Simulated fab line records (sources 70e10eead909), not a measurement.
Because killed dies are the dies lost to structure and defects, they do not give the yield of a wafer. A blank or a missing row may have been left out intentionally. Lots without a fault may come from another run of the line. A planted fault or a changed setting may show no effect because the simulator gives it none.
Matching of chambers || flow nand_harc || NHARC_A_DECK1_JOINT_ETCHBACK_00 on rie_si-04: 4 sister chambers
The step etches the open film in HBr, target depth 30 nm, time 17.4 s. 8 wafers are shown with their chamber, then 9 later ones without.

## WAFERS PAIRED WITH THEIR CHAMBERS
{"wafer": "L083.1", "chamber": 0, "oes_product_au (a.u.)": 1.000, "throttle_valve_pct (%)": 23.253}
{"wafer": "L083.6", "chamber": 1, "oes_product_au (a.u.)": 1.012, "throttle_valve_pct (%)": 23.286}
{"wafer": "L087.1", "chamber": 1, "oes_product_au (a.u.)": 1.010, "throttle_valve_pct (%)": 23.277}
{"wafer": "L087.2", "chamber": 3, "oes_product_au (a.u.)": 0.996, "throttle_valve_pct (%)": 23.255}
{"wafer": "L087.4", "chamber": 0, "oes_product_au (a.u.)": 1.012, "throttle_valve_pct (%)": 23.271}
{"wafer": "L088.2", "chamber": 2, "oes_product_au (a.u.)": 0.995, "throttle_valve_pct (%)": 23.280}
{"wafer": "L088.4", "chamber": 2, "oes_product_au (a.u.)": 1.007, "throttle_valve_pct (%)": 23.270}
{"wafer": "L088.5", "chamber": 3, "oes_product_au (a.u.)": 1.001, "throttle_valve_pct (%)": 23.264}

## WAFERS MISSING THEIR CHAMBER
{"wafer": "L095.1", "oes_product_au (a.u.)": 1.000, "throttle_valve_pct (%)": 23.265}
{"wafer": "L095.2", "oes_product_au (a.u.)": 1.010, "throttle_valve_pct (%)": 23.257}
{"wafer": "L095.5", "oes_product_au (a.u.)": 1.004, "throttle_valve_pct (%)": 23.268}
{"wafer": "L094.1", "oes_product_au (a.u.)": 1.005, "throttle_valve_pct (%)": 23.267}
{"wafer": "L094.3", "oes_product_au (a.u.)": 1.008, "throttle_valve_pct (%)": 23.260}
{"wafer": "L094.6", "oes_product_au (a.u.)": 1.007, "throttle_valve_pct (%)": 23.257}
{"wafer": "L096.1", "oes_product_au (a.u.)": 0.994, "throttle_valve_pct (%)": 23.261}
{"wafer": "L096.2", "oes_product_au (a.u.)": 1.010, "throttle_valve_pct (%)": 23.259}
{"wafer": "L096.5", "oes_product_au (a.u.)": 1.005, "throttle_valve_pct (%)": 23.262}

## EACH ONE'S CHAMBER
{"wafer": "L095.1", "from the rows above": "can't be placed: 3 or 0 or 2 or 1", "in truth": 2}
{"wafer": "L095.2", "from the rows above": "can't be placed: 0 or 3 or 2", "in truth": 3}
{"wafer": "L095.5", "from the rows above": "can't be placed: 0 or 2 or 3 or 1", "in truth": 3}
{"wafer": "L094.1", "from the rows above": "can't be placed: 0 or 2 or 3 or 1", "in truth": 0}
{"wafer": "L094.3", "from the rows above": "can't be placed: 0 or 3 or 2", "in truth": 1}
{"wafer": "L094.6", "from the rows above": "can't be placed: 0 or 3 or 2", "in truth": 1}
{"wafer": "L096.1", "from the rows above": "can't be placed: 3 or 0 or 2", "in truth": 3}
{"wafer": "L096.2", "from the rows above": "can't be placed: 0 or 3 or 2 or 1", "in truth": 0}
{"wafer": "L096.5", "from the rows above": "can't be placed: 0 or 3 or 2", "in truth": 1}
Correctly placed: 0 of 9. Cannot be placed on the basis of these rows: 9; the candidates contain the true chamber in 6. 0 placed wrongly.
How it was worked out, from the rows above alone: a wafer's distance from a chamber is the root of the sum, over the readings, of the square of ((its reading less the chamber's mean) divided by the reading's scatter). The wafer belongs to the nearest chamber; if the next one is less than 2 further off, it can't be placed. Each chamber's mean is taken over the wafers shown for it. The scatter: take each reading less its chamber's mean, square it, sum over the shown wafers, divide by the number of wafers less the number of chambers, and take the root.
